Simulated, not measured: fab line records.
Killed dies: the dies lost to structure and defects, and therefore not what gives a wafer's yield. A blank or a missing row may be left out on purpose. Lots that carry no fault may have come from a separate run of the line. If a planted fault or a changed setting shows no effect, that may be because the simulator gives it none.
Split-lot experiment / flow n5_finfet / route with 1938 steps; 7 lots, 39 wafers read

== THE SPLIT ITSELF ==
At N5_BEOL_M4_TRENCH_ETCH_37 (etches SiOC in C4F6/O2, target depth 55.555 nm, time 29.2 s), the setting time_s was moved away from the recipe's 29.2 s on 15 of the 39 wafers read, by -54.5% to +34.9%. This setting was run at the recipe's value on the other wafers.

== FROM THE SPLIT TO THE READING: what the file shows between them, 8 steps ==
- N5_BEOL_M4_ETCH_41: etches SiCN in CH3F/O2, target depth 29.9 nm, time 52.5 s
- N5_BEOL_M4_STRIP_97: strips in N2/H2, time 10 s
- N5_BEOL_M4_OCD_MEAS_38
- N5_BEOL_M4_HM_STRIP_39: strips TiN in peroxide tin strip, target depth 25 nm, time 158 s
- N5_BEOL_M4_SRD_40: time 30 s
- N5_BEOL_M4_ECD_50: material Cu, target thk 300 nm
- N5_BEOL_M4_ANNEAL_51: time 90 s
- N5_BEOL_M4_CMP_52: polishes, stops on SiOC, t overpolish 6.8 s, target thk 40 nm

== THE READING ==
M4_THK, in nm, at N5_BEOL_M4_THK_MEAS_53 (measures by xrf). A value of 40.5 nm with a standard deviation of 1.2 nm is what fault-free wafers of this fab line usually give.

wafer=L084.1; tool, chamber at the split=rie_diel-02, 3; time_s as run, s=29.2; against the recipe=recipe; M4_THK, nm=39.6; against lot-mates on the recipe=-
wafer=L084.2; tool, chamber at the split=rie_diel-02, 2; time_s as run, s=24.69; against the recipe=-15.4%; M4_THK, nm=31.5; against lot-mates on the recipe=-7.8
wafer=L084.3; tool, chamber at the split=rie_diel-02, 1; time_s as run, s=24.69; against the recipe=-15.4%; M4_THK, nm=31.6; against lot-mates on the recipe=-7.7
wafer=L084.4; tool, chamber at the split=rie_diel-02, 0; time_s as run, s=29.2; against the recipe=recipe; M4_THK, nm=38.8; against lot-mates on the recipe=-
wafer=L084.5; tool, chamber at the split=rie_diel-02, 3; time_s as run, s=24.69; against the recipe=-15.4%; M4_THK, nm=30.7; against lot-mates on the recipe=-8.6
wafer=L084.6; tool, chamber at the split=rie_diel-02, 0; time_s as run, s=29.2; against the recipe=recipe; M4_THK, nm=39.6; against lot-mates on the recipe=-
wafer=L085.3; tool, chamber at the split=rie_diel-02, 1; time_s as run, s=29.2; against the recipe=recipe; M4_THK, nm=41.4; against lot-mates on the recipe=-
wafer=L085.4; tool, chamber at the split=rie_diel-02, 2; time_s as run, s=29.2; against the recipe=recipe; M4_THK, nm=41.5; against lot-mates on the recipe=-
wafer=L085.6; tool, chamber at the split=rie_diel-02, 3; time_s as run, s=29.2; against the recipe=recipe; M4_THK, nm=39.0; against lot-mates on the recipe=-
wafer=L089.1; tool, chamber at the split=rie_diel-04, 2; time_s as run, s=29.2; against the recipe=recipe; M4_THK, nm=40.3; against lot-mates on the recipe=-
wafer=L089.2; tool, chamber at the split=rie_diel-04, 3; time_s as run, s=39.38; against the recipe=+34.9%; M4_THK, nm=61.8; against lot-mates on the recipe=+20.1
wafer=L089.3; tool, chamber at the split=rie_diel-04, 1; time_s as run, s=39.38; against the recipe=+34.9%; M4_THK, nm=62.3; against lot-mates on the recipe=+20.6
wafer=L089.4; tool, chamber at the split=rie_diel-04, 0; time_s as run, s=39.38; against the recipe=+34.9%; M4_THK, nm=60.5; against lot-mates on the recipe=+18.8
wafer=L089.5; tool, chamber at the split=rie_diel-04, 2; time_s as run, s=29.2; against the recipe=recipe; M4_THK, nm=42.6; against lot-mates on the recipe=-
wafer=L089.6; tool, chamber at the split=rie_diel-04, 1; time_s as run, s=29.2; against the recipe=recipe; M4_THK, nm=42.1; against lot-mates on the recipe=-
wafer=L090.1; tool, chamber at the split=rie_diel-01, 0; time_s as run, s=29.2; against the recipe=recipe; M4_THK, nm=39.1; against lot-mates on the recipe=-
wafer=L090.2; tool, chamber at the split=rie_diel-01, 1; time_s as run, s=16.55; against the recipe=-43.3%; M4_THK, nm=14.5; against lot-mates on the recipe=-25.4
wafer=L090.3; tool, chamber at the split=rie_diel-01, 2; time_s as run, s=29.2; against the recipe=recipe; M4_THK, nm=40.0; against lot-mates on the recipe=-
wafer=L090.4; tool, chamber at the split=rie_diel-01, 3; time_s as run, s=29.2; against the recipe=recipe; M4_THK, nm=40.6; against lot-mates on the recipe=-
wafer=L090.5; tool, chamber at the split=rie_diel-01, 1; time_s as run, s=16.55; against the recipe=-43.3%; M4_THK, nm=16.1; against lot-mates on the recipe=-23.8
wafer=L090.6; tool, chamber at the split=rie_diel-01, 2; time_s as run, s=16.55; against the recipe=-43.3%; M4_THK, nm=15.2; against lot-mates on the recipe=-24.7
wafer=L091.1; tool, chamber at the split=rie_diel-01, 0; time_s as run, s=29.2; against the recipe=recipe; M4_THK, nm=42.2; against lot-mates on the recipe=-
wafer=L091.2; tool, chamber at the split=rie_diel-01, 3; time_s as run, s=29.2; against the recipe=recipe; M4_THK, nm=39.7; against lot-mates on the recipe=-
wafer=L091.3; tool, chamber at the split=rie_diel-01, 2; time_s as run, s=29.2; against the recipe=recipe; M4_THK, nm=40.8; against lot-mates on the recipe=-
wafer=L091.4; tool, chamber at the split=rie_diel-01, 2; time_s as run, s=29.2; against the recipe=recipe; M4_THK, nm=41.4; against lot-mates on the recipe=-
wafer=L091.5; tool, chamber at the split=rie_diel-01, 3; time_s as run, s=29.2; against the recipe=recipe; M4_THK, nm=40.7; against lot-mates on the recipe=-
wafer=L091.6; tool, chamber at the split=rie_diel-01, 0; time_s as run, s=29.2; against the recipe=recipe; M4_THK, nm=41.2; against lot-mates on the recipe=-
wafer=L095.1; tool, chamber at the split=rie_diel-02, 2; time_s as run, s=29.2; against the recipe=recipe; M4_THK, nm=39.1; against lot-mates on the recipe=-
wafer=L095.2; tool, chamber at the split=rie_diel-02, 1; time_s as run, s=22.72; against the recipe=-22.2%; M4_THK, nm=26.8; against lot-mates on the recipe=-14.2
wafer=L095.3; tool, chamber at the split=rie_diel-02, 3; time_s as run, s=22.72; against the recipe=-22.2%; M4_THK, nm=27.2; against lot-mates on the recipe=-13.8
wafer=L095.4; tool, chamber at the split=rie_diel-02, 0; time_s as run, s=22.72; against the recipe=-22.2%; M4_THK, nm=29.8; against lot-mates on the recipe=-11.2
wafer=L095.5; tool, chamber at the split=rie_diel-02, 0; time_s as run, s=29.2; against the recipe=recipe; M4_THK, nm=42.6; against lot-mates on the recipe=-
wafer=L095.6; tool, chamber at the split=rie_diel-02, 1; time_s as run, s=29.2; against the recipe=recipe; M4_THK, nm=41.2; against lot-mates on the recipe=-
wafer=L097.1; tool, chamber at the split=rie_diel-01, 0; time_s as run, s=29.2; against the recipe=recipe; M4_THK, nm=40.3; against lot-mates on the recipe=-
wafer=L097.2; tool, chamber at the split=rie_diel-01, 1; time_s as run, s=29.2; against the recipe=recipe; M4_THK, nm=40.4; against lot-mates on the recipe=-
wafer=L097.3; tool, chamber at the split=rie_diel-01, 3; time_s as run, s=13.3; against the recipe=-54.5%; M4_THK, nm=8.9; against lot-mates on the recipe=-31.1
wafer=L097.4; tool, chamber at the split=rie_diel-01, 2; time_s as run, s=29.2; against the recipe=recipe; M4_THK, nm=39.4; against lot-mates on the recipe=-
wafer=L097.5; tool, chamber at the split=rie_diel-01, 3; time_s as run, s=13.3; against the recipe=-54.5%; M4_THK, nm=10.7; against lot-mates on the recipe=-29.3
wafer=L097.6; tool, chamber at the split=rie_diel-01, 2; time_s as run, s=13.3; against the recipe=-54.5%; M4_THK, nm=9.3; against lot-mates on the recipe=-30.7

FIT RESULTS
A straight line over all 39 wafers: M4_THK changes by +0.581 nm for each +1% of time_s; r = +1.00; the points scatter about the line by 1.1 nm.
The same after taking each lot's own level away (the mean of its wafers on the recipe; 39 wafers): +0.565 nm for each +1%; r = +1.00; scatter 0.93 nm.
The reading moves by 31 nm for the largest change in time_s, on that fit.
The span of the lots' own levels, 39.33 to 41.67 nm, comes to 1.9 times the standard deviation stated above.
So the lot-to-lot level changes the slope little: the two slopes agree.
Check: for one of the wafers moved furthest among these (-54.5%), held out of the fit, the line's prediction against its lot-mates is -30.6 nm. It came out at -31.1 nm against them.

== OTHER SPLITS ON THESE WAFERS ==
Before the reading, these wafers also passed through other splits. Each is held against what the fit with the lots' levels taken away leaves over:
other split on the same wafers=N5_MOL_CONTACT_COAG_ETCH_124 target_depth_a; wafers away from the commonest value=6; r with M4_THK (lot level and that fit taken away)=-0.07
other split on the same wafers=N5_BEOL_M2_ETCH_70 time_s; wafers away from the commonest value=12; r with M4_THK (lot level and that fit taken away)=+0.00

== THE WHOLE CHAIN: every reading that the file lists as answering this split, in the file's order ==
step=N5_BEOL_M4_TRENCH_ETCH_37; what it does=etches SiOC in C4F6/O2, target depth 55.555 nm, time 29.2 s; reading=BEOL_M4.feature_depth_nm (the simulator's own value, which no gauge read); change (the file's fit)=+0.559 nm for each +1% of the setting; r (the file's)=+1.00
step=N5_BEOL_M4_TRENCH_ETCH_37; what it does=etches SiOC in C4F6/O2, target depth 55.555 nm, time 29.2 s; reading=etch.depth_nm (the simulator's own value, which no gauge read); change (the file's fit)=+0.559 nm for each +1% of the setting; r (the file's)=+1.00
step=N5_BEOL_M4_TRENCH_ETCH_37; what it does=etches SiOC in C4F6/O2, target depth 55.555 nm, time 29.2 s; reading=TiN_of_BEOL_M4_HM_DEP_02.thk_nm (the simulator's own value, which no gauge read); change (the file's fit)=-0.0226 nm for each +1% of the setting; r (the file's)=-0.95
step=N5_BEOL_M4_OCD_MEAS_38; what it does=; reading=trench_depth_nm; change (the file's fit)=+0.564 nm for each +1% of the setting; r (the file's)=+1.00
step=N5_BEOL_M4_CMP_52; what it does=polishes, stops on SiOC, t overpolish 6.8 s, target thk 40 nm; reading=Cu_of_BEOL_M4_ECD_50.thk_nm (the simulator's own value, which no gauge read); change (the file's fit)=+0.555 nm for each +1% of the setting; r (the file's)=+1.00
step=N5_BEOL_M4_THK_MEAS_53; what it does=measures by xrf; reading=M4_THK; change (the file's fit)=+0.564 for each +1% of the setting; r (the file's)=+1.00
step=N5_BEOL_M4_RS_MEAS_58; what it does=measures by four-point-probe; reading=M4_RS; change (the file's fit)=not straight: 4.936 at the lowest setting, 0.674 at the recipe, 0.404 at the highest; r (the file's)=not given

== FILE'S OWN FIT ==
M4_THK changes by +0.564 nm for each +1% of time_s, r = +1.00.
